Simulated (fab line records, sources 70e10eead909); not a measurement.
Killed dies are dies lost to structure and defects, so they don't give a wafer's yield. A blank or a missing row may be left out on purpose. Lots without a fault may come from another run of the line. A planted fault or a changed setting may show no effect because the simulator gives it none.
fab line records | flow nand_harc
record lots=24 wafers=72 last_day=33
route steps=1302 shown P_ZERO_WELL@59 P_STI@83 P_GATE@216 P_CONTACT@234 P_M1@295
lots that met no fault: from a run of the same line without faults
start_h: hours from the record's first day to the start of the lot's first wafer shown | wait_h: hours since the lot's step before | " the same as in the row above | L1.1+2: a row that stands for several wafers | - no value, or no start given | * or withheld: withheld | < > ~ a bound
route shown NAME@n: a module of which the file shows steps, and the number in the route of the first | usual: mean/standard deviation of fault-free wafers | same: alike in all rows | chamber/n: place in a boat | sites: the reading at each site | _std_site: their standard deviation | _edge_site: outer sites' mean less inner sites' | radius_mm: how far each site lies from the wafer's centre | mask NAME#n: copy n | behind: the tool/chamber that last shaped the wafer | hold: why the lot was held/for how many hours/how that ended | device: the transistor (n, p or np) that didn't switch | end of line: the same wafers' tests at the end of the route | a step without rows: its recipe alone | killed: dies lost to structure and defects at the first sort, not the wafer's yield | map: a wafer's dies, x killed, . not, _ none there
set.NAME: the setting as run; set.NAME@STEP: as run at that earlier step | model.NAME: the simulator's own value behind a step, which no gauge read
steps of the route over a sample of lots; a table a step, a row a wafer
services: from which hour (start_h, from the record's first day; less than 0 if before it) a tool's chamber was out of use, for how many hours, and why
## steps
# step NHARC_P_ZERO_WELL_CD_MEAS_52
# recipe target_cd_nm=2000 landing_energy_ev=500
# usual cd_nm=1998.7/1.7
# columns lot.wafer tool chamber start_h wait_h cd_nm
L074.1 cd_sem-01 0 25.98 - 1996.7
L074.2 " 0 " " 1998.5
L074.5 " 0 " " 2000.3
L075.2 cd_sem-03 0 35.75 - 1995.1
L075.3 " 0 " " 1998.8
L075.5 " 0 " " 1997.8
L076.3 cd_sem-02 0 49.63 - 1996.5
L076.5 " 0 " " 1999.6
L076.6 " 0 " " 1997.3
L077.3 cd_sem-01 0 55.99 - 2000.8
L077.4 " 0 " " 2001.9
L077.5 " 0 " " 2000.8
L078.2 cd_sem-01 0 65.60 - 2000.2
L078.3 " 0 " " 1998.4
L078.5 " 0 " " 2000.6
L079.1 cd_sem-02 0 75.85 - 1997.9
L079.4 " 0 " " 1998.0
L079.6 " 0 " " 2000.9
L080.2 cd_sem-02 0 85.97 - 1997.6
L080.4 " 0 " " 1999.5
L080.6 " 0 " " 1998.6
L081.1 cd_sem-03 0 95.76 - 1997.3
L081.2 " 0 " " 1996.9
L081.3 " 0 " " 1999.1
L082.1 cd_sem-03 0 105.47 - 1996.8
L082.3 " 0 " " 1999.2
L082.6 " 0 " " 1999.1
L083.3 cd_sem-01 0 116.09 - 1997.8
L083.4 " 0 " " 1999.8
L083.5 " 0 " " 2000.8
L084.2 cd_sem-01 0 125.37 - 1998.2
L084.5 " 0 " " 2001.7
L084.6 " 0 " " 2000.8
L085.1 cd_sem-01 0 135.56 - 1994.4
L085.3 " 0 " " 1995.9
L085.6 " 0 " " 1999.1
L086.1 cd_sem-02 0 145.67 - 1997.6
L086.2 " 0 " " 1998.1
L086.5 " 0 " " 2001.2
L087.4 cd_sem-02 0 156.08 - 1999.2
L087.5 " 0 " " 1997.5
L087.6 " 0 " " 1998.4
L088.2 cd_sem-01 0 167.32 - 1998.5
L088.5 " 0 " " 1998.8
L088.6 " 0 " " 2001.2
L089.1 cd_sem-02 0 175.68 - 2001.8
L089.2 " 0 " " 1998.9
L089.3 " 0 " " 1997.4
L090.1 cd_sem-02 0 185.91 - 1999.1
L090.4 " 0 " " 2001.9
L090.5 " 0 " " 1999.6
L091.2 cd_sem-02 0 195.85 - 1998.7
L091.4 " 0 " " 1999.8
L091.5 " 0 " " 1998.7
L092.1 cd_sem-01 0 206.15 - 1999.4
L092.5 " 0 " " 1998.5
L092.6 " 0 " " 2000.9
L093.1 cd_sem-01 0 215.74 - 1996.8
L093.2 " 0 " " 1999.9
L093.5 " 0 " " 1999.1
L094.1 cd_sem-02 0 225.73 - 1994.8
L094.2 " 0 " " 1998.3
L094.5 " 0 " " 1999.8
L095.1 cd_sem-03 0 235.73 - 2000.2
L095.2 " 0 " " 1998.0
L095.5 " 0 " " 2000.3
L096.3 cd_sem-01 0 245.81 - 2000.0
L096.5 " 0 " " 2000.3
L096.6 " 0 " " 1999.9
L097.1 cd_sem-02 0 255.79 - 2000.6
L097.3 " 0 " " 1998.5
L097.6 " 0 " " 1999.9
# step NHARC_P_STI_CD_MEAS_09
# recipe target_cd_nm=200 landing_energy_ev=500
# usual cd_nm=199.1/2.5
# columns lot.wafer tool chamber start_h wait_h cd_nm
L074.1 cd_sem-01 0 46.32 - 199.6
L074.2 " 0 " " 201.4
L074.5 " 0 " " 198.4
L075.2 cd_sem-01 0 54.83 - 200.6
L075.3 " 0 " " 196.3
L075.5 " 0 " " 196.5
L076.3 cd_sem-01 0 65.98 - 196.9
L076.5 " 0 " " 197.6
L076.6 " 0 " " 200.3
L077.3 cd_sem-01 0 74.56 - 197.9
L077.4 " 0 " " 198.4
L077.5 " 0 " " 200.2
L078.2 cd_sem-02 0 84.12 - 201.2
L078.3 " 0 " " 195.7
L078.5 " 0 " " 198.0
L079.1 cd_sem-02 0 95.38 - 200.4
L079.4 " 0 " " 202.0
L079.6 " 0 " " 198.6
L080.2 cd_sem-01 0 107.65 - 194.9
L080.4 " 0 " " 194.1
L080.6 " 0 " " 194.8
L081.1 cd_sem-02 0 113.50 - 200.0
L081.2 " 0 " " 200.3
L081.3 " 0 " " 196.9
L082.1 cd_sem-02 0 124.09 - 199.0
L082.3 " 0 " " 196.0
L082.6 " 0 " " 196.3
L083.3 cd_sem-02 0 135.84 - 200.2
L083.4 " 0 " " 199.8
L083.5 " 0 " " 202.9
L084.2 cd_sem-02 0 147.07 - 202.0
L084.5 " 0 " " 196.5
L084.6 " 0 " " 201.0
L085.1 cd_sem-03 0 155.96 - 199.5
L085.3 " 0 " " 198.6
L085.6 " 0 " " 197.6
L086.1 cd_sem-01 0 162.42 - 197.5
L086.2 " 0 " " 199.5
L086.5 " 0 " " 200.5
L087.4 cd_sem-03 0 172.94 - 198.1
L087.5 " 0 " " 198.7
L087.6 " 0 " " 193.9
L088.2 cd_sem-03 0 185.40 - 202.0
L088.5 " 0 " " 202.9
L088.6 " 0 " " 196.8
L089.1 cd_sem-03 0 193.08 - 199.5
L089.2 " 0 " " 202.9
L089.3 " 0 " " 202.8
L090.1 cd_sem-03 0 203.53 - 201.8
L090.4 " 0 " " 201.9
L090.5 " 0 " " 198.1
L091.2 cd_sem-02 0 212.94 - 199.1
L091.4 " 0 " " 197.7
L091.5 " 0 " " 195.4
L092.1 cd_sem-02 0 225.90 - 195.2
L092.5 " 0 " " 199.6
L092.6 " 0 " " 197.5
L093.1 cd_sem-02 0 232.91 - 201.0
L093.2 " 0 " " 200.9
L093.5 " 0 " " 198.8
L094.1 cd_sem-01 0 244.86 - 200.7
L094.2 " 0 " " 203.1
L094.5 " 0 " " 202.3
L095.1 cd_sem-03 0 253.47 - 203.7
L095.2 " 0 " " 200.9
L095.5 " 0 " " 199.3
L096.3 cd_sem-02 0 264.75 - 198.5
L096.5 " 0 " " 203.9
L096.6 " 0 " " 198.3
L097.1 cd_sem-01 0 275.76 - 200.1
L097.3 " 0 " " 199.9
L097.6 " 0 " " 198.7
# step NHARC_P_GATE_INSPECT_68
# usual raw_defect_count=199/76
# columns lot.wafer tool chamber start_h wait_h raw_defect_count
L074.1 defect_inspect-01 - 113.98 0.2 230
L074.2 " - " " 216
L074.5 " - " " 165
L075.2 defect_inspect-02 - 127.90 0.1 212
L075.3 " - " " 160
L075.5 " - " " 236
L076.3 defect_inspect-01 - 138.18 0.1 208
L076.5 " - " " 94
L076.6 " - " " 177
L077.3 defect_inspect-02 - 147.42 0.1 260
L077.4 " - " " 147
L077.5 " - " " 143
L079.1 defect_inspect-02 - 165.73 0.2 550
L079.4 " - " " 186
L079.6 " - " " 171
L078.2 defect_inspect-01 - 166.05 0.1 172
L078.3 " - " " 114
L078.5 " - " " 129
L080.2 defect_inspect-02 - 183.44 0.1 289
L080.4 " - " " 198
L080.6 " - " " 178
L081.1 defect_inspect-01 - 189.25 0.2 272
L081.2 " - " " 275
L081.3 " - " " 207
L082.1 defect_inspect-02 - 196.12 0.2 163
L082.3 " - " " 193
L082.6 " - " " 138
L083.3 defect_inspect-01 - 206.24 0.1 202
L083.4 " - " " 172
L083.5 " - " " 204
L084.2 defect_inspect-02 - 223.98 0.1 190
L084.5 " - " " 207
L084.6 " - " " 241
L085.1 defect_inspect-02 - 229.45 0.2 171
L085.3 " - " " 299
L085.6 " - " " 168
L086.1 defect_inspect-02 - 233.38 0.2 114
L086.2 " - " " 99
L086.5 " - " " 146
L087.4 defect_inspect-01 - 240.51 0.1 223
L087.5 " - " " 125
L087.6 " - " " 166
L089.1 defect_inspect-02 - 260.45 0.2 173
L089.2 " - " " 205
L089.3 " - " " 145
L088.2 defect_inspect-01 - 260.68 0.1 141
L088.5 " - " " 182
L088.6 " - " " 151
L090.1 defect_inspect-02 - 276.37 0.3 238
L090.4 " - " " 138
L090.5 " - " " 247
L091.2 defect_inspect-01 - 280.99 0.1 209
L091.4 " - " " 223
L091.5 " - " " 228
L092.1 defect_inspect-01 - 301.35 0.2 211
L092.5 " - " " 144
L092.6 " - " " 163
L093.1 defect_inspect-01 - 302.14 0.2 210
L093.2 " - " " 281
L093.5 " - " " 180
L094.1 defect_inspect-02 - 315.99 0.2 196
L094.2 " - " " 132
L094.5 " - " " 190
L095.1 defect_inspect-02 - 328.91 0.2 262
L095.2 " - " " 172
L095.5 " - " " 123
L096.3 defect_inspect-01 - 338.07 0.1 314
L096.5 " - " " 247
L096.6 " - " " 533
L097.1 defect_inspect-01 - 346.12 0.3 142
L097.3 " - " " 169
L097.6 " - " " 243
# step NHARC_P_CONTACT_INSPECT_14
# usual raw_defect_count=3.8/2.3
# columns lot.wafer tool chamber start_h wait_h raw_defect_count
L074.1 defect_inspect-01 - 115.87 0.0 3
L074.2 " - " " 2
L074.5 " - " " 5
L075.2 defect_inspect-02 - 129.76 0.0 0
L075.3 " - " " 1
L075.5 " - " " 6
L076.3 defect_inspect-02 - 141.67 0.0 4
L076.5 " - " " 1
L076.6 " - " " 4
L077.3 defect_inspect-01 - 149.15 0.0 5
L077.4 " - " " 4
L077.5 " - " " 2
L079.1 defect_inspect-01 - 167.46 0.0 8
L079.4 " - " " 4
L079.6 " - " " 3
L078.2 defect_inspect-02 - 167.78 0.0 2
L078.3 " - " " 6
L078.5 " - " " 3
L080.2 defect_inspect-02 - 185.17 0.0 4
L080.4 " - " " 9
L080.6 " - " " 4
L081.1 defect_inspect-02 - 190.98 0.0 3
L081.2 " - " " 2
L081.3 " - " " 3
L082.1 defect_inspect-02 - 197.73 0.0 7
L082.3 " - " " 4
L082.6 " - " " 5
L083.3 defect_inspect-02 - 207.85 0.0 2
L083.4 " - " " 4
L083.5 " - " " 3
L084.2 defect_inspect-02 - 225.83 0.0 7
L084.5 " - " " 3
L084.6 " - " " 3
L085.1 defect_inspect-02 - 231.19 0.0 4
L085.3 " - " " 1
L085.6 " - " " 4
L086.1 defect_inspect-02 - 234.98 0.0 1
L086.2 " - " " 2
L086.5 " - " " 1
L087.4 defect_inspect-01 - 242.25 0.0 3
L087.5 " - " " 2
L087.6 " - " " 4
L089.1 defect_inspect-02 - 262.18 0.0 1
L089.2 " - " " 5
L089.3 " - " " 5
L088.2 defect_inspect-01 - 262.42 0.0 3
L088.5 " - " " 0
L088.6 " - " " 7
L090.1 defect_inspect-01 - 277.98 0.0 3
L090.4 " - " " 5
L090.5 " - " " 7
L091.2 defect_inspect-01 - 282.72 0.0 3
L091.4 " - " " 1
L091.5 " - " " 5
L092.1 defect_inspect-02 - 303.09 0.0 2
L092.5 " - " " 5
L092.6 " - " " 2
L093.1 defect_inspect-02 - 303.75 0.0 1
L093.2 " - " " 3
L093.5 " - " " 2
L094.1 defect_inspect-01 - 317.72 0.0 5
L094.2 " - " " 5
L094.5 " - " " 5
L095.1 defect_inspect-01 - 330.65 0.0 1
L095.2 " - " " 4
L095.5 " - " " 6
L096.3 defect_inspect-01 - 339.80 0.0 10
L096.5 " - " " 11
L096.6 " - " " 7
L097.1 defect_inspect-01 - 347.73 0.0 3
L097.3 " - " " 4
L097.6 " - " " 5
# step NHARC_P_CONTACT_ETCH_31
# recipe target_depth_a=300 time_s=85.7 ion_energy_ev=120 over_etch_frac=1 ch3f_flow_sccm=50 o2_flow_sccm=30 ar_flow_sccm=200 rf_w=500 bias_w=100 chemistry=CH3F/O2
# usual chamber_pressure_mTorr=25.001/0.022 drypump_motor_current_A=5.7/0.41 oes_product_au=0.976/0.013 rf_vpp_V=244.0/1.7 showerhead_plenum_p_Torr=2.43/0.099 throttle_valve_pct=20.664/0.009
# same over_etch_frac=1 time_s=85.7
# columns lot.wafer tool chamber start_h wait_h chamber_pressure_mTorr drypump_motor_current_A oes_product_au rf_hours_counter_h rf_vpp_V showerhead_plenum_p_Torr throttle_valve_pct
L074.2 rie_diel-10 2 - - 25.020 5.7 0.983 1.6 246.4 2.57 20.674
L074.1 " 1 " " 24.980 5.2 0.967 1.6 241.6 2.37 20.681
L074.5 " 2 " " 25.010 5.7 0.987 - 246.2 2.57 20.665
L075.3 rie_diel-01 2 - - 24.990 5.7 0.975 3.0 245.9 2.50 20.656
L075.2 " 3 " " 24.984 5.4 0.997 2.8 241.9 2.37 20.666
L075.5 " 2 " " 24.974 5.7 0.970 - 245.1 2.50 20.668
L076.3 rie_diel-07 2 - - 24.991 5.8 0.960 0.7 243.3 2.37 20.684
L076.6 " 1 " " 24.965 6.4 0.984 - 245.4 2.53 20.664
L076.5 " 2 " " 25.011 5.8 0.960 - 243.7 2.37 20.679
L077.3 rie_diel-01 0 - - 25.008 5.1 0.980 3.4 244.1 2.43 20.649
L077.4 " 0 " " 25.031 5.1 0.995 - 244.1 2.43 20.660
L077.5 " 1 " " 25.024 5.2 0.974 - 243.2 2.31 20.664
L079.1 rie_diel-10 0 - - 24.994 5.8 0.999 3.1 245.5 2.56 20.654
L079.6 " 0 " " 25.002 5.8 0.992 - 245.6 2.56 20.672
L079.4 " 1 " " 25.012 5.2 0.970 - 244.1 2.37 20.640
L078.2 rie_diel-01 1 - - 24.984 5.2 0.964 4.3 242.4 2.31 20.660
L078.3 " 0 " " 25.014 5.1 0.968 4.1 243.8 2.43 20.667
L078.5 " 0 " " 25.000 5.1 0.969 - 242.8 2.43 20.655
L080.4 rie_diel-07 2 - - 24.981 5.8 0.955 3.1 241.5 2.37 20.690
L080.2 " 1 " " 24.988 6.4 0.961 2.8 247.0 2.53 20.670
L080.6 " 3 " " 24.968 6.2 0.982 - 241.7 2.31 20.657
L081.1 rie_diel-10 2 - - 24.955 5.7 0.987 3.8 245.8 2.57 20.652
L081.2 " 3 " " 25.000 6.3 0.968 0.5 242.1 2.37 20.659
L081.3 " 1 " " 25.019 5.2 0.964 3.9 243.6 2.37 20.662
L082.1 rie_diel-01 3 - - 24.940 5.4 0.992 5.1 242.3 2.37 20.656
L082.3 " 1 " " 25.004 5.2 0.963 5.0 243.0 2.31 20.659
L082.6 " 3 " " 24.993 5.4 0.997 - 243.3 2.37 20.660
L083.3 rie_diel-07 0 - - 25.008 5.8 0.987 3.9 246.3 2.58 20.663
L083.4 " 1 " " 25.021 6.4 0.984 4.1 245.3 2.53 20.669
L083.5 " 0 " " 24.967 5.8 0.983 - 245.1 2.58 20.671
L084.2 rie_diel-10 0 - - 24.978 5.8 0.956 4.6 246.1 2.56 20.657
L084.5 " 0 " " 24.993 5.8 0.960 - 245.3 2.56 20.665
L084.6 " 1 " " 25.003 5.2 0.944 - 244.4 2.37 20.663
L085.1 rie_diel-07 1 - - 24.965 6.4 0.971 5.5 246.1 2.53 20.675
L085.3 " 0 " " 24.996 5.8 0.976 5.4 246.6 2.58 20.673
L085.6 " 1 " " 25.005 6.4 0.972 - 245.5 2.53 20.680
L086.2 rie_diel-01 1 - - 25.012 5.2 0.990 0.9 242.5 2.31 20.670
L086.1 " 0 " " 24.995 5.1 0.978 0.7 244.3 2.43 20.669
L086.5 " 1 " " 24.958 5.2 0.979 - 241.5 2.31 20.654
L087.4 rie_diel-07 2 - - 24.989 5.9 0.964 6.2 243.4 2.37 20.659
L087.5 " 2 " " 25.004 5.8 0.970 - 243.3 2.37 20.681
L087.6 " 3 " " 24.988 6.2 0.995 - 241.4 2.31 20.672
L089.1 rie_diel-10 1 - - 25.008 5.2 0.983 0.5 243.3 2.37 20.678
L089.3 " 2 " " 24.973 5.7 0.969 0.3 246.9 2.57 20.667
L089.2 " 3 " " 24.963 6.3 0.974 0.4 241.8 2.37 20.662
L088.2 rie_diel-01 2 - - 24.997 5.7 0.932 1.7 244.8 2.50 20.661
L088.5 " 2 " " 25.007 5.7 0.929 - 244.9 2.50 20.666
L088.6 " 3 " " 24.982 5.4 0.954 - 241.2 2.37 20.679
L090.1 rie_diel-01 0 - - 25.005 5.1 0.978 1.9 244.4 2.43 20.659
L090.4 " 3 " " 25.005 5.4 0.997 2.3 242.3 2.37 20.676
L090.5 " 0 " " 24.990 5.1 0.981 - 246.3 2.43 20.669
L091.4 rie_diel-10 1 - - 25.018 5.2 0.980 1.3 242.1 2.37 20.675
L091.2 " 2 " " 24.980 5.7 0.980 1.1 246.5 2.57 20.675
L091.5 " 1 " " 25.015 5.2 0.985 - 243.6 2.37 20.660
L092.1 rie_diel-10 1 - - 25.009 5.2 0.981 1.7 242.7 2.37 20.672
L092.6 " 0 " " 25.054 5.8 0.953 - 247.5 2.56 20.651
L092.5 " 1 " " 24.980 5.2 0.980 - 243.1 2.37 20.674
L093.1 rie_diel-07 3 - - 24.983 6.2 0.986 0.5 241.2 2.31 20.672
L093.2 " 2 " " 24.993 5.8 0.984 0.5 243.6 2.37 20.656
L093.5 " 3 " " 24.998 6.2 0.977 - 243.1 2.31 20.645
L094.1 rie_diel-07 1 - - 24.979 6.4 0.977 0.5 245.9 2.53 20.659
L094.2 " 3 " " 25.005 6.2 0.973 1.0 243.5 2.31 20.661
L094.5 " 1 " " 25.017 6.4 0.975 - 245.5 2.53 20.664
L095.2 rie_diel-01 2 - - 25.001 5.7 0.968 3.5 244.7 2.50 20.660
L095.1 " 3 " " 25.025 5.4 0.981 3.5 243.6 2.37 20.657
L095.5 " 2 " " 25.031 5.7 0.968 - 243.8 2.50 20.662
L096.3 rie_diel-07 0 - - 24.992 5.8 0.958 1.7 246.6 2.58 20.648
L096.5 " 1 " " 25.011 6.4 0.984 - 246.6 2.53 20.637
L096.6 " 2 " " 24.996 5.8 0.979 - 243.2 2.37 20.664
L097.1 rie_diel-07 1 - - 24.985 6.4 0.991 2.0 245.1 2.53 20.647
L097.3 " 2 " " 25.009 5.8 0.990 2.6 243.9 2.37 20.665
L097.6 " 1 " " 24.962 6.4 0.991 - 245.2 2.53 20.674
# step NHARC_P_M1_CD_MEAS_09
# recipe target_cd_nm=130 landing_energy_ev=500
# usual cd_nm=130.0/0.67
# columns lot.wafer tool chamber start_h wait_h cd_nm
L074.1 cd_sem-03 0 124.68 - 130.0
L074.2 " 0 " " 130.5
L074.5 " 0 " " 129.7
L075.2 cd_sem-01 0 137.93 - 130.9
L075.3 " 0 " " 131.1
L075.5 " 0 " " 130.5
L076.3 cd_sem-02 0 149.79 - 129.6
L076.5 " 0 " " 129.7
L076.6 " 0 " " 129.7
L077.3 cd_sem-02 0 157.41 - 129.9
L077.4 " 0 " " 129.5
L077.5 " 0 " " 130.4
L079.1 cd_sem-01 0 175.78 - 130.7
L079.4 " 0 " " 129.4
L079.6 " 0 " " 129.0
L078.2 cd_sem-01 0 176.09 - 129.9
L078.3 " 0 " " 129.4
L078.5 " 0 " " 130.9
L080.2 cd_sem-01 0 193.72 - 129.7
L080.4 " 0 " " 130.1
L080.6 " 0 " " 128.9
L081.1 cd_sem-01 0 199.55 - 129.2
L081.2 " 0 " " 129.0
L081.3 " 0 " " 128.7
L082.1 cd_sem-02 0 205.94 - 130.4
L082.3 " 0 " " 129.8
L082.6 " 0 " " 129.7
L083.3 cd_sem-03 0 216.54 - 130.7
L083.4 " 0 " " 130.4
L083.5 " 0 " " 130.2
L084.2 cd_sem-02 0 233.81 - 130.5
L084.5 " 0 " " 130.8
L084.6 " 0 " " 130.9
L085.1 cd_sem-01 0 239.16 - 130.5
L085.3 " 0 " " 129.8
L085.6 " 0 " " 129.9
L086.1 cd_sem-01 0 243.08 - 130.0
L086.2 " 0 " " 129.1
L086.5 " 0 " " 129.8
L087.4 cd_sem-01 0 250.38 - 129.0
L087.5 " 0 " " 129.9
L087.6 " 0 " " 130.5
L089.1 cd_sem-02 0 270.19 - 129.6
L089.2 " 0 " " 129.5
L089.3 " 0 " " 130.8
L088.2 cd_sem-03 0 271.00 - 129.1
L088.5 " 0 " " 130.1
L088.6 " 0 " " 130.1
L090.1 cd_sem-01 0 286.17 - 130.5
L090.4 " 0 " " 130.0
L090.5 " 0 " " 129.4
L091.2 cd_sem-02 0 294.18 - 128.4
L091.4 " 0 " " 128.9
L091.5 " 0 " " 128.8
L092.1 cd_sem-03 0 311.09 - 130.8
L092.5 " 0 " " 130.1
L092.6 " 0 " " 130.3
L093.1 cd_sem-01 0 312.02 - 130.8
L093.2 " 0 " " 130.4
L093.5 " 0 " " 130.5
L094.1 cd_sem-01 0 326.30 - 130.1
L094.2 " 0 " " 130.4
L094.5 " 0 " " 130.0
L095.1 cd_sem-01 0 338.82 - 131.0
L095.2 " 0 " " 131.0
L095.5 " 0 " " 129.9
L096.3 cd_sem-03 0 347.80 - 130.8
L096.5 " 0 " " 130.7
L096.6 " 0 " " 130.7
L097.1 cd_sem-02 0 355.67 - 130.4
L097.3 " 0 " " 131.6
L097.6 " 0 " " 131.9
## services
# columns tool chamber start_h hours kind
rie_diel-07 0 96.20 - clean
rie_diel-07 1 96.20 - clean
rie_diel-07 2 96.20 - clean
rie_diel-07 3 96.20 - clean
rie_diel-07 - 117.20 9.0 pm
rie_diel-07 0 117.20 9.0 vent_cycle
rie_diel-07 1 117.20 9.0 vent_cycle
rie_diel-07 2 117.20 9.0 vent_cycle
rie_diel-07 3 117.20 9.0 vent_cycle
rie_diel-07 0 126.20 - clean
rie_diel-07 1 126.20 - clean
rie_diel-07 2 126.20 - clean
rie_diel-07 3 126.20 - clean
rie_diel-01 2 149.37 35.2 repair
rie_diel-07 0 150.70 - clean
rie_diel-01 - 203.80 9.0 pm
rie_diel-10 - 242.54 9.0 pm
rie_diel-07 2 286.92 3.3 repair
rie_diel-07 - 294.20 9.0 pm
rie_diel-07 0 318.46 11.5 repair
rie_diel-07 1 322.69 3.7 repair
rie_diel-10 1 326.92 8.7 repair
rie_diel-01 0 328.31 10.0 repair
rie_diel-01 1 334.30 5.2 repair
## key
fault none
